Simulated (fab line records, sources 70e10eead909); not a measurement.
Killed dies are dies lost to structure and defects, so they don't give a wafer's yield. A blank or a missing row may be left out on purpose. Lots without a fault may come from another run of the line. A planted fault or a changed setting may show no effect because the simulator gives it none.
Chamber matching | flow nand_harc | NHARC_A_BONDPAD_ETCH_34 on rie_diel-06: 4 sister chambers
The step etches the open film in N2/H2, target depth 60 nm, overetch 18 nm, time 65.91 s. 4 wafers are shown with their chamber, then 9 later ones without.

WAFERS WITH THEIR CHAMBER
wafer  | chamber | drypump_motor_current_A (A)
L923.2 | 1       | 5.4
L933.1 | 3       | 5.9
L933.2 | 2       | 5.8
L933.4 | 0       | 6.3

WAFERS WITHOUT THEIR CHAMBER
wafer  | drypump_motor_current_A (A)
L932.1 | 5.9
L932.4 | 6.3
L932.6 | 5.9
L938.2 | 5.8
L938.3 | 5.4
L938.5 | 5.9
L940.2 | 6.3
L940.5 | 5.5
L940.6 | 6.3

WHICH CHAMBER EACH WENT THROUGH
wafer  | from the rows above | in truth
L932.1 | 3                   | 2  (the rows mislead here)
L932.4 | 0                   | 0
L932.6 | 3                   | 3
L938.2 | 2                   | 2
L938.3 | 1                   | 1
L938.5 | 3                   | 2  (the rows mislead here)
L940.2 | 0                   | 0
L940.5 | 1                   | 1
L940.6 | 0                   | 0
Placed correctly: 7 of 9. Can't be placed from these rows: 0. Placed wrongly: 2.
How it was worked out, from the rows above alone: a wafer's distance from a chamber is the root of the sum, over the readings, of the square of ((its reading less the chamber's mean) divided by the reading's scatter). The wafer belongs to the nearest chamber; if the next one is less than 2 further off, it can't be placed. A chamber's mean is the mean of its shown wafers. The scatter: with one shown wafer a chamber, the root of the mean of the squares of how far each hidden wafer lies from its nearest shown one.
